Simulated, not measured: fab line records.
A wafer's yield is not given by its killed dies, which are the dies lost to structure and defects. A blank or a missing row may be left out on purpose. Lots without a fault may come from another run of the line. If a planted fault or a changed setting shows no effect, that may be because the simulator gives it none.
fab line records + flow n5-finfet
record:
- lots: 3
- wafers: 9
- last-day: 17
route steps=1938 shown SD_EPI_N@266 SD_EPI_P@295 BEOL_M4@1111 PASSIVATION@1936
lots that met no fault: taken from a fault-free run of the same line
start-h: hours from the record's opening day to when the first of the lot's shown wafers began + wait-h: how many hours have passed since the lot's step before this one + " unchanged from the row above + L1.1+2: a single row standing in for several wafers + - no value present, or no start provided + * or withheld: withheld + < > ~ a bound
route shown NAME@n: a module of which the file shows steps, and the number in the route of the first + usual: the fault-free wafers' mean and standard deviation + same: alike in all rows + chamber/n: place in a boat + sites: per-site readings + _std_site: how widely they spread, as a standard deviation + _edge_site: inner sites' mean taken away from outer sites' mean + radius-mm: how far each site lies from the wafer's centre + mask NAME#n: copy n + behind: the tool/chamber that last shaped the wafer + hold: cause of the lot's hold/its duration in hours/its outcome + device: transistor that didn't switch, given as n, p or np + end of line: the same wafers' tests at the end of the route + for a step that has no rows: nothing shown but its recipe + killed: count of dies lost to structure and defects at first sort (not the wafer's yield) + map: the dies of a wafer, with x for killed, . for not killed, _ for no die there
set.NAME: the setting that was run; set.NAME@STEP: the one run at that earlier step + model.NAME: the simulator's own value behind a step, which no gauge read
a table for each step, a row for each wafer; lots at some steps of the route
services: a tool's chamber out of use, with start hour (start-h, from the record's first day; less than 0 if before it), hours out, and reason
== steps ==
step: N5_SD_EPI_N_SOFTBAKE_04
recipe:
- temp-c: 110
- time-s: 60
- resist: CAR-ArF-block
step: N5_SD_EPI_N_EXPOSE_06
recipe:
- mask-id: SD_N_BLK
- na: 1.35
- source-shape: conventional
- sigma-outer: 0.8
- polarization: unpolarized
- target-cd-nm: 120
- dose-mj: 39.75
step: N5_SD_EPI_N_PEB_07
recipe:
- peb-temp-c: 110
- peb-time-s: 60
- resist: CAR-ArF-block
step: N5_SD_EPI_N_DEVELOP_08
recipe:
- develop-time-s: 30
- developer: TMAH
- resist: CAR-ArF-block
- dev-temp-c: 23
- rinse-liquid: diw
- dry: air-spin
step: N5_SD_EPI_N_DESCUM_14
recipe:
- chemistry: O2
- time-s: 7.9
- source-power-w: 50
- bias-power-w: 20
- pressure-mtorr: 20
- rf-frequency-hz: 2.712e+07
- temp-c: 40
- resist: CAR-ArF-block
- o2-flow-sccm: 225
step: N5_SD_EPI_N_ETCH_34
recipe:
- chemistry: CF4
- target: SiARC
- target-depth-a: 455
- mask-material: CAR-ArF-block
- time-s: 75.8
- ion-energy-ev: 80
- pressure-mtorr: 40
- source-w: 545
- bias-w: 36
- Ar_flow_sccm: 100
- cf4-flow-sccm: 100
- ends: cleared
step: N5_SD_EPI_N_ETCH_35
recipe:
- chemistry: N2/H2
- target: SOC
- overetch-a: 1080
- mask-material: SiARC
- temp-c: 40
- ion-energy-ev: 100
- source-w: 3000
- bias-w: 133
- pressure-mtorr: 20
- time-s: 486
- n2-flow-sccm: 200
- h2-flow-sccm: 200
step: N5_SD_EPI_N_STRIP_36
recipe:
- chemistry: N2/H2
- temp-c: 40
- n2-flow-sccm: 200
- h2-flow-sccm: 200
- rf-frequency-hz: 6e+07
step: N5_SD_EPI_N_ETCHBACK_44
recipe:
- chemistry: CH3F/O2
- mode: anisotropic-etchback
- target: SiNx
- target-depth-a: 145
- stop-on: SiO2
- over-etch-frac: 0.3
- ion-energy-ev: 120
- pressure-mtorr: 30
- source-w: 395
- bias-w: 73
- Ar_flow_sccm: 150
- CH3F_flow_sccm: 30
- O2_flow_sccm: 20
step: N5_SD_EPI_N_ETCH_45
recipe:
- chemistry: CH3F/O2
- target: SiOCN
- target-depth-a: 60
- mask-material: SOC
- ion-energy-ev: 60
- bias-w: 29
- pressure-mtorr: 15
- source-w: 410
- Ar_flow_sccm: 150
- CH3F_flow_sccm: 30
- O2_flow_sccm: 20
usual:
- CH3F_flow_sccm: 30.01/0.082
- drypump-motor-current-A: 5.8/0.43
- oes-product-au: 0.78/0.087
- rf-vpp-V: 127.3/1.1
- showerhead-plenum-p-Torr: 1.97/0.088
- throttle-valve-pct: 23.28/0.22
| lot.wafer | tool        | chamber | start-h | wait-h | CH3F_flow_sccm | drypump-motor-current-A | oes-product-au | rf-hours-counter-h | rf-vpp-V | showerhead-plenum-p-Torr | throttle-valve-pct | model.etch.depth-nm |
|-----------|-------------|---------|---------|--------|----------------|-------------------------|----------------|--------------------|----------|--------------------------|--------------------|---------------------|
| L801.2    | rie-diel-04 | 1       | 74.60   | 0.1    | 30.05          | 4.9                     | 0.74           | 152                | 127.2    | 1.91                     | 23.36              | 5.786               |
| L801.4    | "           | 2       | "       | "      | 29.93          | 6.1                     | 0.71           | 180                | 127.1    | 1.90                     | 23.59              | 5.813               |
| L801.6    | "           | 2       | "       | "      | 29.96          | 6.2                     | 0.71           | -                  | 126.0    | 1.90                     | 23.59              | 5.801               |
| L811.3    | rie-diel-04 | 2       | 133.76  | 0.1    | 30.19          | 6.2                     | 0.69           | 199                | 127.4    | 1.90                     | 23.61              | 5.714               |
| L811.5    | "           | 3       | "       | "      | 29.96          | 5.3                     | 0.72           | -                  | 126.4    | 1.89                     | 23.39              | 2.772               |
| L811.6    | "           | 1       | "       | "      | 29.99          | 4.9                     | 0.72           | -                  | 127.2    | 1.91                     | 23.39              | 2.572               |
| L819.1    | rie-diel-05 | 2       | 181.92  | 0.1    | 29.95          | 6.3                     | 0.74           | 184                | 126.6    | 1.90                     | 23.09              | 6.033               |
| L819.4    | "           | 2       | "       | "      | 29.96          | 6.3                     | 0.74           | -                  | 126.9    | 1.90                     | 23.07              | 5.999               |
| L819.5    | "           | 0       | "       | "      | 29.98          | 5.8                     | 0.94           | -                  | 128.0    | 1.93                     | 22.95              | 6.036               |
step: N5_SD_EPI_N_ETCH_16
recipe:
- chemistry: CHF3/O2
- target: SiO2
- target-depth-a: 50
- mask-material: SOC
- pressure-mtorr: 30
- source-w: 650
- bias-w: 170
- Ar_flow_sccm: 200
- CHF3_flow_sccm: 50
- O2_flow_sccm: 5
- ion-energy-ev: 200
step: N5_SD_EPI_N_STRIP_47
recipe:
- chemistry: CHF3/O2
- resist: SiARC
- rf-frequency-hz: 6e+07
step: N5_SD_EPI_N_SD_RECESS_17
recipe:
- chemistry: HBr/Cl2/O2
- target-depth-a: 410
- mask-material: SOC
- time-s: 23.7
- bt-time-s: 3
- pressure-mtorr: 10
- icp-w: 800
- bias-w: 112
- HBr_flow_sccm: 150
- Cl2_flow_sccm: 80
- O2_flow_sccm: 12
step: N5_SD_EPI_N_STRIP_38
recipe:
- chemistry: N2/H2
- power-w: 1000
- temp-c: 250
- h2-frac: 0.65
- overash-fraction: 0.3
- pressure-mtorr: withheld
- n2-flow-sccm: 1750
- h2-flow-sccm: 3250
step: N5_SD_EPI_N_WET_ETCH_43
recipe:
- chemistry: dHF
- dilution: withheld
- time-s: 14
- target: SiO2
- target-depth-a: 15
- temp-c: 25
step: N5_SD_EPI_N_STRIP_18
recipe:
- chemistry: SPM
- time-s: 750
- temp-c: 130
- h2so4-h2o2-vol-ratio: 4
step: N5_SD_EPI_N_SRD_20
recipe:
- dry: ipa-marangoni
- do-ppb: 5
- time-s: 30
- temp-c: 23
- rinse-liquid: diw
step: N5_SD_EPI_N_PRECLEAN_48
recipe:
- chemistry: NF3:NH3
- afs-cycles: 2
- temp-c: 30
- time-s: 20
- sublimation-temp-c: 180
- sublimation-time-s: 60
- pressure-torr: 3
- rf-power-w: 30
step: N5_SD_EPI_N_VAPOR_ETCH_50
recipe:
- chemistry: HCl
- target: Si
- temp-c: 775
- time-s: 54
- pressure-torr: 20
- mode: isotropic
step: N5_SD_EPI_N_EPI_21
recipe:
- material: Si:P
- dopant: P
- temp-c: 680
- pressure-torr: 255
- time-s: 690
step: N5_SD_EPI_N_PRECLEAN_24
recipe:
- chemistry: O3/DIW
- time-s: 60
- temp-c: 22
- o3-ppm: 10
step: N5_SD_EPI_N_SRD_25
recipe:
- time-s: 30
- temp-c: 23
- rinse-liquid: diw
- dry: ipa-marangoni
step: N5_SD_EPI_N_PRECLEAN_49
recipe:
- chemistry: NF3:NH3
- afs-cycles: 1
- temp-c: 30
- time-s: 20
- sublimation-temp-c: 180
- sublimation-time-s: 60
- pressure-torr: 3
- rf-power-w: 30
step: N5_SD_EPI_N_LINER_46
recipe:
- material: SiNx
- target-thk-a: 30
- temp-c: 400
- ald-precursor-family: SiH2I2
- ald-co-reactant: N2/H2-plasma
- pressure-torr: 2
step: N5_SD_EPI_P_COAT_34
recipe:
- resist: SOC
- temp-c: 250
- time-s: 60
- spin-rpm: 1500
- resist-thk-nm: 350
step: N5_SD_EPI_P_COAT_35
recipe:
- resist: SiARC
- temp-c: 220
- time-s: 60
- spin-rpm: 1500
- resist-thk-nm: 35
step: N5_SD_EPI_P_COAT_03
recipe:
- resist: CAR-ArF-block
- spin-rpm: 1500
- resist-thk-nm: 150
step: N5_SD_EPI_P_EBR_05
recipe:
- solvent: PGMEA
- ebr-width-mm: 1.5
step: N5_SD_EPI_P_SOFTBAKE_04
recipe:
- temp-c: 110
- time-s: 60
- resist: CAR-ArF-block
step: N5_SD_EPI_P_EXPOSE_06
recipe:
- mask-id: SD_P_BLK
- na: 1.35
- source-shape: conventional
- sigma-outer: 0.8
- polarization: unpolarized
- target-cd-nm: 240
- dose-mj: 39.5
step: N5_SD_EPI_P_PEB_07
recipe:
- peb-temp-c: 110
- peb-time-s: 60
- resist: CAR-ArF-block
step: N5_SD_EPI_P_DEVELOP_08
recipe:
- develop-time-s: 30
- developer: TMAH
- resist: CAR-ArF-block
- dev-temp-c: 23
- rinse-liquid: diw
- dry: air-spin
step: N5_SD_EPI_P_DESCUM_14
recipe:
- chemistry: O2
- time-s: 7.9
- source-power-w: 50
- bias-power-w: 20
- pressure-mtorr: 20
- rf-frequency-hz: 2.712e+07
- temp-c: 40
- resist: CAR-ArF-block
- o2-flow-sccm: 225
step: N5_SD_EPI_P_ETCH_36
recipe:
- chemistry: CF4
- target: SiARC
- target-depth-a: 455
- mask-material: CAR-ArF-block
- time-s: 75.8
- ion-energy-ev: 80
- pressure-mtorr: 40
- source-w: 545
- bias-w: 36
- Ar_flow_sccm: 100
- cf4-flow-sccm: 100
- ends: cleared
step: N5_BEOL_M4_RC_MEAS_101
usual:
- DIBL_N: 35.0/2.4
- DIBL_P: 35.4/2.8
- IOFF_N: 0.14/0.045
- IOFF_P: 0.20/0.048
- ION_N: 667/19
- ION_P: 460/11
- REXT_N: 76.2/1.9
- SS_N: 71.2/0.71
- SS_P: 73.1/0.86
- VT_N: 252/4.6
- VT_P: -251/3.4
| lot.wafer | tool      | chamber | start-h | wait-h | DIBL_N[mV/V] | DIBL_P[mV/V] | IOFF_N[nA/um] | IOFF_P[nA/um] | ION_N[uA/um] | ION_P[uA/um] | REXT_N[ohm.um] | SS_N[mV/dec] | SS_P[mV/dec] | VT_N[mV] | VT_P[mV] |
|-----------|-----------|---------|---------|--------|--------------|--------------|---------------|---------------|--------------|--------------|----------------|--------------|--------------|----------|----------|
| L801.2    | prober-01 | 0       | 185.67  | 0.2    | 33.6         | 34.5         | 0.11          | 0.18          | 668          | 467          | 79.5           | 70.5         | 72.4         | 253      | -252     |
| L801.4    | "         | 0       | "       | "      | 41.9         | 43.1         | 0.30          | 0.35          | 703          | 477          | 79.0           | 73.3         | 75.1         | 239      | -244     |
| L801.6    | "         | 0       | "       | "      | 38.1         | 38.7         | 0.17          | 0.22          | 682          | 470          | 78.7           | 72.4         | 73.9         | 252      | -249     |
| L811.3    | prober-01 | 0       | 256.69  | 0.3    | 35.2         | 35.2         | 0.13          | 0.18          | 679          | 466          | 76.4           | 70.7         | 72.3         | 251      | -252     |
| L811.5    | "         | 0       | "       | "      | 31.9         | 32.6         | 0.10          | 0.15          | 658          | 463          | 81.6           | 70.5         | 72.1         | 256      | -255     |
| L811.6    | "         | 0       | "       | "      | 33.9         | 34.6         | 0.12          | 0.17          | 663          | 465          | 80.9           | 70.2         | 72.3         | 253      | -256     |
| L819.1    | prober-02 | 0       | 302.25  | 0.0    | 30.8         | 33.0         | 0.10          | 0.14          | 656          | 461          | 78.5           | 70.8         | 72.5         | 255      | -255     |
| L819.4    | "         | 0       | "       | "      | 34.7         | 37.7         | 0.15          | 0.20          | 674          | 461          | 77.4           | 71.4         | 73.3         | 248      | -251     |
| L819.5    | "         | 0       | "       | "      | 31.4         | 33.8         | 0.11          | 0.16          | 672          | 471          | 76.4           | 70.4         | 73.0         | 253      | -255     |
step: N5_PASSIVATION_PROBE_49
usual:
- defect-limited-yield: 91.7/1.4
- killed_at_M0_to_M3: 32/9.7
- killed_at_M4_up: 14/5.5
- killed-at-contacts: 13/6.1
- killed-at-front-end: 35/10
- killed-at-other: 4.2/2.9
- killed-dies: 98/17
- killed-open: 63/12
- killed-short: 32/7.7
- sort_bin_4_leakage: 0.0/0.33
- sort_bin_5_function: 4.8/0.9
- sort_bin_6_memory: 3.1/0.63
- sort-n-pass: 1073/41
- sort-yield-pct: 91/3.5
same:
- gross-dies: 1180
- killed-at-back-side: 0
- sort_bin_8_speed[%]: 0
| lot.wafer | tool      | chamber | start-h | wait-h | defect-limited-yield[%] | killed_at_M0_to_M3 | killed_at_M4_up | killed-at-contacts | killed-at-front-end | killed-at-other | killed-dies | killed-open | killed-short | sort_bin_4_leakage[%] | sort_bin_5_function[%] | sort_bin_6_memory[%] | sort-n-pass | sort-yield-pct[%] |
|-----------|-----------|---------|---------|--------|-------------------------|--------------------|-----------------|--------------------|---------------------|-----------------|-------------|-------------|--------------|-----------------------|------------------------|----------------------|-------------|-------------------|
| L801.2    | prober-02 | -       | 291.53  | 0.1    | 90.0                    | 54                 | 12              | 12                 | 32                  | 8               | 118         | 78          | 40           | 0                     | 5.8                    | 3.7                  | 1062        | 90                |
| L801.4    | prober-02 | -       | 291.63  | 0.2    | 91.5                    | 30                 | 12              | 15                 | 37                  | 6               | 100         | 68          | 32           | 0.3                   | 5.5                    | 2.6                  | 1076        | 91                |
| L801.6    | prober-02 | -       | 291.73  | 0.3    | 91.9                    | 44                 | 7               | 12                 | 27                  | 5               | 95          | 70          | 25           | 0                     | 4.2                    | 3.6                  | 1085        | 92                |
| L811.3    | prober-02 | -       | 373.72  | 0.1    | 92.6                    | 39                 | 20              | 6                  | 18                  | 4               | 87          | 68          | 19           | 0                     | 4.4                    | 2.7                  | 1093        | 93                |
| L811.5    | prober-02 | -       | 373.82  | 0.2    | 91.4                    | 35                 | 20              | 12                 | 32                  | 2               | 101         | 67          | 29           | 0                     | 5.4                    | 2.8                  | 1079        | 91                |
| L811.6    | prober-02 | -       | 373.87  | 0.3    | 90.9                    | 39                 | 15              | 14                 | 36                  | 3               | 107         | 65          | 42           | 0                     | 5.1                    | 3.6                  | 1073        | 91                |
| L819.1    | prober-01 | -       | 414.77  | 0.0    | 90.9                    | 32                 | 20              | 21                 | 31                  | 3               | 107         | 70          | 32           | 0                     | 5.2                    | 3.6                  | 1073        | 91                |
| L819.4    | prober-01 | -       | 414.92  | 0.2    | 90.8                    | 33                 | 14              | 13                 | 43                  | 5               | 108         | 71          | 33           | 0                     | 5.3                    | 3.7                  | 1072        | 91                |
| L819.5    | prober-01 | -       | 414.97  | 0.2    | 88.4                    | 53                 | 12              | 27                 | 41                  | 4               | 137         | 85          | 46           | 0                     | 6.5                    | 4.7                  | 1043        | 88                |
killed by level:class
L801.2 BEOL_M3:geometric-particle:open=14 MOL_CONTACT_COAG:geometric-particle:open=12 BEOL_M0_SAQP:geometric-particle:short=10 STI_FIN_REVEAL:geometric-particle:open=9 BEOL_M0_SAQP:geometric-particle:open=7 BEOL_M2:geometric-particle:open=7 FIN_SAQP:geometric-particle:short=6 BEOL_M1:geometric-particle:open=6
L801.4 FIN_SAQP:geometric-particle:short=11 MOL_CONTACT_COAG:geometric-particle:open=10 STI_FIN_REVEAL:geometric-particle:open=9 BEOL_M2:geometric-particle:open=7 BEOL_M0_SAQP:geometric-particle:open=7 MOL_CONTACT_COAG:geometric-particle:short=5 BEOL_M4:geometric-particle:open=5 BEOL_M7:geometric-particle:open=5
L801.6 MOL_CONTACT_COAG:geometric-particle:open=11 BEOL_M1:geometric-particle:open=11 BEOL_M0_SAQP:geometric-particle:open=7 BEOL_M0_SAQP:geometric-particle:short=7 BEOL_M3:geometric-particle:open=7 STI_FIN_REVEAL:geometric-particle:open=6 BEOL_M2:geometric-particle:open=6 FIN_SAQP:geometric-particle:open=4
L811.3 BEOL_M4:geometric-particle:open=12 BEOL_M1:geometric-particle:open=11 BEOL_M3:geometric-particle:open=9 BEOL_M0_SAQP:geometric-particle:open=7 MOL_CONTACT_COAG:geometric-particle:open=6 BEOL_M3:geometric-particle:short=6 STI_FIN_REVEAL:geometric-particle:open=4 DUMMY_GATE:geometric-particle:open=3
L811.5 BEOL_M3:geometric-particle:open=12 MOL_CONTACT_COAG:geometric-particle:open=12 BEOL_M3:geometric-particle:short=10 BEOL_M4:geometric-particle:open=9 FIN_SAQP:geometric-particle:short=6 FIN_SAQP:geometric-particle:open=6 STI_FIN_REVEAL:geometric-particle:open=4 BEOL_M1:geometric-particle:open=4
L811.6 MOL_CONTACT_COAG:geometric-particle:open=12 STI_FIN_REVEAL:geometric-particle:open=10 BEOL_M3:geometric-particle:short=10 BEOL_M3:geometric-particle:open=8 BEOL_M1:geometric-particle:short=6 BEOL_M4:geometric-particle:open=6 BEOL_M1:geometric-particle:open=5 GATE_CUT:geometric-particle:short=4
L819.1 MOL_CONTACT_COAG:geometric-particle:open=18 BEOL_M3:geometric-particle:open=10 BEOL_M0_SAQP:geometric-particle:short=7 BEOL_M4:geometric-particle:open=5 STI_FIN_REVEAL:geometric-particle:open=4 ILD0:geometric-particle:open=4 BEOL_M2:geometric-particle:open=4 BEOL_M5:geometric-particle:open=4
L819.4 MOL_CONTACT_COAG:geometric-particle:open=12 FIN_SAQP:geometric-particle:open=10 FIN_SAQP:geometric-particle:short=7 DUMMY_GATE:geometric-particle:open=6 BEOL_M1:geometric-particle:short=6 BEOL_M2:geometric-particle:open=6 STI_FIN_REVEAL:geometric-particle:open=5 GATE_CUT:geometric-particle:open=5
L819.5 MOL_CONTACT_COAG:geometric-particle:open=20 BEOL_M0_SAQP:geometric-particle:open=12 GATE_CUT:geometric-particle:short=11 BEOL_M0_SAQP:geometric-particle:short=11 BEOL_M3:geometric-particle:open=11 MOL_CONTACT_COAG:geometric-particle:short=7 BEOL_M1:geometric-particle:open=6 BEOL_M2:geometric-particle:open=6
== services ==
| tool        | chamber | start-h | hours | kind                          |
|-------------|---------|---------|-------|-------------------------------|
| rie-diel-04 | 1       | 61.88   | 9.0   | repair                        |
| rie-diel-04 | 2       | 79.40   | 6.3   | repair                        |
| rie-diel-04 | 1       | 122.19  | 9.0   | repair                        |
| rie-diel-05 | 0       | 125.61  | 4.7   | repair                        |
| rie-diel-05 | 0       | 130.41  | -     | clean                         |
| rie-diel-05 | 0       | 130.41  | -     | consumable-replace:focus-ring |
| rie-diel-05 | 0       | 130.41  | 26.4  | scheduled-down                |
| rie-diel-05 | 0       | 130.41  | 26.4  | vent-cycle                    |
| rie-diel-04 | 0       | 131.49  | -     | clean                         |
| rie-diel-04 | 0       | 131.49  | -     | consumable-replace:focus-ring |
| rie-diel-04 | 0       | 131.49  | 13.1  | scheduled-down                |
| rie-diel-04 | 0       | 131.49  | 13.1  | vent-cycle                    |
| rie-diel-05 | 1       | 160.41  | -     | clean                         |
| rie-diel-05 | 1       | 160.41  | -     | consumable-replace:focus-ring |
| rie-diel-05 | 1       | 160.41  | -     | consumable-replace:showerhead |
| rie-diel-05 | 1       | 160.41  | 34.7  | scheduled-down                |
| rie-diel-05 | 1       | 160.41  | 34.7  | vent-cycle                    |
| rie-diel-04 | 3       | 174.86  | -     | clean                         |
| rie-diel-04 | 3       | 174.86  | -     | consumable-replace:focus-ring |
| rie-diel-04 | 3       | 174.86  | -     | consumable-replace:showerhead |
| rie-diel-04 | 3       | 174.86  | 20.3  | scheduled-down                |
| rie-diel-04 | 3       | 174.86  | 20.3  | vent-cycle                    |
== key ==
first-sign:
- step: N5_BEOL_M4_RC_MEAS_101
- reading: REXT_N
- direction: up
- sigmas: 2.7
- usual: 76.2
- struck: 81.2
effect none on later readings
model-effect:
- step: N5_SD_EPI_N_ETCH_45
- value: etch.depth-nm
- without: 5.93
- struck: 2.672
met-at N5_SD_EPI_N_ETCH_45
struck-wafers L811.5,L811.6
onset-between 74.60 133.76
fault:
- kind: process-parameter-drift
- tool: rie-diel-04
- chamber: -
- onset-h: 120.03
- steps: N5_SD_EPI_N_ETCH_45
- channel: target-depth-a
- offset: -32.964
- shape: step
- end-h: 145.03
- scope: struck-wafers-only
- acts-in: these-recipes-only
- stated: 60
